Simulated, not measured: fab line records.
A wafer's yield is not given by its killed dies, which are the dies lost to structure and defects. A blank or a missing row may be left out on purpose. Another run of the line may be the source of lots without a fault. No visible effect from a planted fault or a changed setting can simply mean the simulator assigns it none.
Chamber matching || flow nandHarc || aldHk-04 running NHARC_A_CHANNEL_FILL_D1_ALD_16: 4 sister chambers
The step deposits SiO2, target thk 1.5 nm, pulse time 10 s, ald cycles 15. 14 wafers are shown with their chamber, then 7 later ones without.

WAFERS PAIRED WITH THEIR CHAMBERS
{"wafer": "L075.2", "chamber": 2, "heaterPowerW (W)": 478, "precursorPulseHeightRel": 1.004}
{"wafer": "L075.3", "chamber": 0, "heaterPowerW (W)": 434, "precursorPulseHeightRel": 0.995}
{"wafer": "L075.6", "chamber": 2, "heaterPowerW (W)": 469, "precursorPulseHeightRel": 0.998}
{"wafer": "L081.2", "chamber": 0, "heaterPowerW (W)": 442, "precursorPulseHeightRel": 0.997}
{"wafer": "L081.3", "chamber": 3, "heaterPowerW (W)": 474, "precursorPulseHeightRel": 1.007}
{"wafer": "L081.4", "chamber": 2, "heaterPowerW (W)": 473, "precursorPulseHeightRel": 1.025}
{"wafer": "L082.2", "chamber": 3, "heaterPowerW (W)": 465, "precursorPulseHeightRel": 0.999}
{"wafer": "L082.4", "chamber": 2, "heaterPowerW (W)": 466, "precursorPulseHeightRel": 0.998}
{"wafer": "L082.6", "chamber": 3, "heaterPowerW (W)": 469, "precursorPulseHeightRel": 0.973}
{"wafer": "L083.3", "chamber": 3, "heaterPowerW (W)": 461, "precursorPulseHeightRel": 1.011}
{"wafer": "L083.5", "chamber": 3, "heaterPowerW (W)": 482, "precursorPulseHeightRel": 0.984}
{"wafer": "L083.6", "chamber": 2, "heaterPowerW (W)": 457, "precursorPulseHeightRel": 0.987}
{"wafer": "L086.2", "chamber": 1, "heaterPowerW (W)": 509, "precursorPulseHeightRel": 1.010}
{"wafer": "L086.4", "chamber": 3, "heaterPowerW (W)": 466, "precursorPulseHeightRel": 0.967}

SIGNATURES (averages over the wafers above)
{"reading": "heaterPowerW", "chamber 0": 438.00, "chamber 1": 509.00, "chamber 2": 468.60, "chamber 3": 469.50, "scatter within a chamber": 7.5}
{"reading": "precursorPulseHeightRel", "chamber 0": 0.99600, "chamber 1": 1.01000, "chamber 2": 1.00240, "chamber 3": 0.99017, "scatter within a chamber": 0.0157}
Rule: for a wafer and a chamber, the distance is found by dividing, reading by reading, the gap between the wafer's reading and the chamber's mean by the reading's scatter, squaring, summing and taking the root. If the next closest chamber is less than 2 further off than the closest, the wafer can't be placed; otherwise it belongs to the closest. The scatter: the root of (the sum of the squares of (reading less its chamber's mean) over the shown wafers, divided by (wafers less chambers)).

WAFERS WITH NO CHAMBER GIVEN
{"wafer": "L086.6", "heaterPowerW (W)": 457, "precursorPulseHeightRel": 1.023}
{"wafer": "L085.4", "heaterPowerW (W)": 469, "precursorPulseHeightRel": 1.010}
{"wafer": "L085.5", "heaterPowerW (W)": 466, "precursorPulseHeightRel": 0.988}
{"wafer": "L085.6", "heaterPowerW (W)": 459, "precursorPulseHeightRel": 1.006}
{"wafer": "L093.1", "heaterPowerW (W)": 499, "precursorPulseHeightRel": 1.023}
{"wafer": "L093.2", "heaterPowerW (W)": 452, "precursorPulseHeightRel": 1.019}
{"wafer": "L093.5", "heaterPowerW (W)": 466, "precursorPulseHeightRel": 0.980}

CHAMBER TAKEN BY EACH
{"wafer": "L086.6", "from the rows above": "can't be placed: 2 or 3 or 0", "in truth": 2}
{"wafer": "L085.4", "from the rows above": "can't be placed: 2 or 3", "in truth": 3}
{"wafer": "L085.5", "from the rows above": "can't be placed: 3 or 2", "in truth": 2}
{"wafer": "L085.6", "from the rows above": "can't be placed: 2 or 3 or 0", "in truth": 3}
{"wafer": "L093.1", "from the rows above": 1, "in truth": 1}
{"wafer": "L093.2", "from the rows above": "can't be placed: 0 or 2 or 3", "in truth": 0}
{"wafer": "L093.5", "from the rows above": "can't be placed: 3 or 2", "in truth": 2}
Placed correctly: 1 of 7. From these rows, 6 cannot be placed; in 6 the true chamber is one of the candidates. Wrongly placed: 0.
